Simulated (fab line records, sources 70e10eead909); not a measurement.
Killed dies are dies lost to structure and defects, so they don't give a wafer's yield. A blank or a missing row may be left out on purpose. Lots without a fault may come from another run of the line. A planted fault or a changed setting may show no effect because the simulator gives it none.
Chamber matching | flow nand_harc | NHARC_P_M0_ETCH_34 on rie_diel-11: 4 sister chambers
The step etches the open film in N2/H2, target depth 40 nm, overetch 12 nm, time 43.94 s. 16 wafers are shown with their chamber, then 8 later ones without.

WAFERS WITH THEIR CHAMBER
wafer  | chamber | showerhead_plenum_p_Torr (Torr) | drypump_motor_current_A (A) | oes_product_au (a.u.)
L074.1 | 3       | 2.10                            | 5.8                         | 1.001
L074.3 | 2       | 2.03                            | 6.5                         | 1.010
L074.4 | 1       | 2.07                            | 6.1                         | 0.991
L075.2 | 1       | 2.06                            | 6.1                         | 0.978
L075.5 | 0       | 2.11                            | 6.0                         | 0.995
L075.6 | 3       | 2.10                            | 5.8                         | 0.989
L079.1 | 3       | 2.10                            | 5.8                         | 0.994
L079.3 | 2       | 2.03                            | 6.5                         | 1.001
L079.5 | 1       | 2.06                            | 6.1                         | 0.976
L081.1 | 3       | 2.10                            | 5.8                         | 0.999
L081.2 | 2       | 2.03                            | 6.5                         | 1.012
L081.4 | 1       | 2.06                            | 6.1                         | 0.983
L087.2 | 0       | 2.11                            | 6.0                         | 0.987
L087.4 | 3       | 2.10                            | 5.8                         | 1.007
L087.5 | 2       | 2.03                            | 6.6                         | 1.017
L090.1 | 2       | 2.03                            | 6.5                         | 1.011

SIGNATURES (means of the wafers above)
reading                  | chamber 0 | chamber 1 | chamber 2 | chamber 3 | scatter within a chamber
showerhead_plenum_p_Torr | 2.1100    | 2.0625    | 2.0300    | 2.1000    | 0.0025
drypump_motor_current_A  | 6.000     | 6.100     | 6.520     | 5.800     | 0.0258
oes_product_au           | 0.99100   | 0.98200   | 1.01020   | 0.99800   | 0.00638
Rule: a wafer's distance from a chamber is the root of the sum, over the readings, of the square of ((its reading less the chamber's mean) divided by the reading's scatter). The wafer belongs to the nearest chamber; if the next one is less than 2 further off, it can't be placed. The scatter: the root of (the sum of the squares of (reading less its chamber's mean) over the shown wafers, divided by (wafers less chambers)).

WAFERS WITHOUT THEIR CHAMBER
wafer  | showerhead_plenum_p_Torr (Torr) | drypump_motor_current_A (A) | oes_product_au (a.u.)
L090.3 | 2.10                            | 5.8                         | 1.015
L090.6 | 2.10                            | 5.8                         | 1.009
L093.1 | 2.11                            | 6.0                         | 1.001
L093.3 | 2.10                            | 5.8                         | 1.007
L093.5 | 2.10                            | 5.8                         | 1.005
L096.4 | 2.03                            | 6.5                         | 1.001
L096.5 | 2.10                            | 5.8                         | 1.000
L096.6 | 2.03                            | 6.5                         | 0.996

WHICH CHAMBER EACH WENT THROUGH
wafer  | from the rows above | in truth
L090.3 | 3                   | 3
L090.6 | 3                   | 3
L093.1 | 0                   | 0
L093.3 | 3                   | 3
L093.5 | 3                   | 3
L096.4 | 2                   | 2
L096.5 | 3                   | 3
L096.6 | 2                   | 2
Placed correctly: 8 of 8. Can't be placed from these rows: 0. Placed wrongly: 0.
